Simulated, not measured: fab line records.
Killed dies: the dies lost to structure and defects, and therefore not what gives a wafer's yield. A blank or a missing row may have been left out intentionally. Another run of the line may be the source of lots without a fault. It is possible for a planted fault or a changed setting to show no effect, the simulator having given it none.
Matching of chambers / flow nand harc / NHARC_P_STI_ETCH_15 on rie si-01: 4 sister chambers
The step etches the open film in HBr/Cl2, target depth 300 nm, time 100.1 s. 16 wafers are shown with their chamber, then 8 later ones without.

## WAFERS PAIRED WITH THEIR CHAMBERS
wafer=L706.1; chamber=0; drypump motor current A (A)=5.6; oes product au (a.u.)=0.973; throttle valve pct (%)=26.412
wafer=L706.2; chamber=1; drypump motor current A (A)=5.5; oes product au (a.u.)=1.009; throttle valve pct (%)=26.405
wafer=L706.6; chamber=3; drypump motor current A (A)=6.1; oes product au (a.u.)=1.020; throttle valve pct (%)=26.411
wafer=L708.3; chamber=3; drypump motor current A (A)=6.1; oes product au (a.u.)=1.008; throttle valve pct (%)=26.408
wafer=L708.4; chamber=1; drypump motor current A (A)=5.4; oes product au (a.u.)=1.014; throttle valve pct (%)=26.426
wafer=L708.5; chamber=2; drypump motor current A (A)=5.0; oes product au (a.u.)=0.978; throttle valve pct (%)=26.404
wafer=L715.1; chamber=1; drypump motor current A (A)=5.4; oes product au (a.u.)=1.012; throttle valve pct (%)=26.390
wafer=L715.3; chamber=3; drypump motor current A (A)=6.1; oes product au (a.u.)=0.996; throttle valve pct (%)=26.403
wafer=L715.5; chamber=0; drypump motor current A (A)=5.6; oes product au (a.u.)=0.991; throttle valve pct (%)=26.412
wafer=L716.2; chamber=0; drypump motor current A (A)=5.6; oes product au (a.u.)=0.995; throttle valve pct (%)=26.393
wafer=L716.5; chamber=2; drypump motor current A (A)=5.0; oes product au (a.u.)=0.981; throttle valve pct (%)=26.407
wafer=L716.6; chamber=3; drypump motor current A (A)=6.0; oes product au (a.u.)=1.003; throttle valve pct (%)=26.413
wafer=L718.2; chamber=3; drypump motor current A (A)=6.1; oes product au (a.u.)=0.994; throttle valve pct (%)=26.420
wafer=L718.4; chamber=0; drypump motor current A (A)=5.6; oes product au (a.u.)=0.980; throttle valve pct (%)=26.422
wafer=L718.5; chamber=3; drypump motor current A (A)=6.1; oes product au (a.u.)=0.997; throttle valve pct (%)=26.425
wafer=L719.1; chamber=1; drypump motor current A (A)=5.5; oes product au (a.u.)=1.014; throttle valve pct (%)=26.415

SIGNATURES, as means of the wafers listed above
reading=drypump motor current A; chamber 0=5.600; chamber 1=5.450; chamber 2=5.000; chamber 3=6.083; scatter within a chamber=0.0391
reading=oes product au; chamber 0=0.98475; chamber 1=1.01225; chamber 2=0.97950; chamber 3=1.00300; scatter within a chamber=0.0082
reading=throttle valve pct; chamber 0=26.40975; chamber 1=26.40900; chamber 2=26.40550; chamber 3=26.41333; scatter within a chamber=0.0111
Rule: a wafer lies at a distance from a chamber equal to the root of the sum of squares, over the readings, of (its reading less the chamber's mean, divided by the reading's scatter). The wafer belongs to the nearest chamber; if the next one is less than 2 further off, it can't be placed. The scatter: take each reading less its chamber's mean, square it, sum over the shown wafers, divide by the number of wafers less the number of chambers, and take the root.

## WAFERS MISSING THEIR CHAMBER
wafer=L719.2; drypump motor current A (A)=5.0; oes product au (a.u.)=0.973; throttle valve pct (%)=26.410
wafer=L719.5; drypump motor current A (A)=5.6; oes product au (a.u.)=1.002; throttle valve pct (%)=26.424
wafer=L727.1; drypump motor current A (A)=6.1; oes product au (a.u.)=0.994; throttle valve pct (%)=26.401
wafer=L727.4; drypump motor current A (A)=5.6; oes product au (a.u.)=0.983; throttle valve pct (%)=26.386
wafer=L727.6; drypump motor current A (A)=5.0; oes product au (a.u.)=0.994; throttle valve pct (%)=26.396
wafer=L729.2; drypump motor current A (A)=5.5; oes product au (a.u.)=1.023; throttle valve pct (%)=26.403
wafer=L729.3; drypump motor current A (A)=5.0; oes product au (a.u.)=0.978; throttle valve pct (%)=26.405
wafer=L729.4; drypump motor current A (A)=5.6; oes product au (a.u.)=0.970; throttle valve pct (%)=26.407

## THE CHAMBER EACH PASSED THROUGH
wafer=L719.2; from the rows above=2; in truth=2
wafer=L719.5; from the rows above=can't be placed: 0 or 1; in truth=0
wafer=L727.1; from the rows above=3; in truth=3
wafer=L727.4; from the rows above=0; in truth=0
wafer=L727.6; from the rows above=2; in truth=2
wafer=L729.2; from the rows above=1; in truth=1
wafer=L729.3; from the rows above=2; in truth=2
wafer=L729.4; from the rows above=0; in truth=0
Correct placement for 7 of the 8. From these rows, 1 cannot be placed; in 1 the true chamber is one of the candidates. 0 placed wrongly.
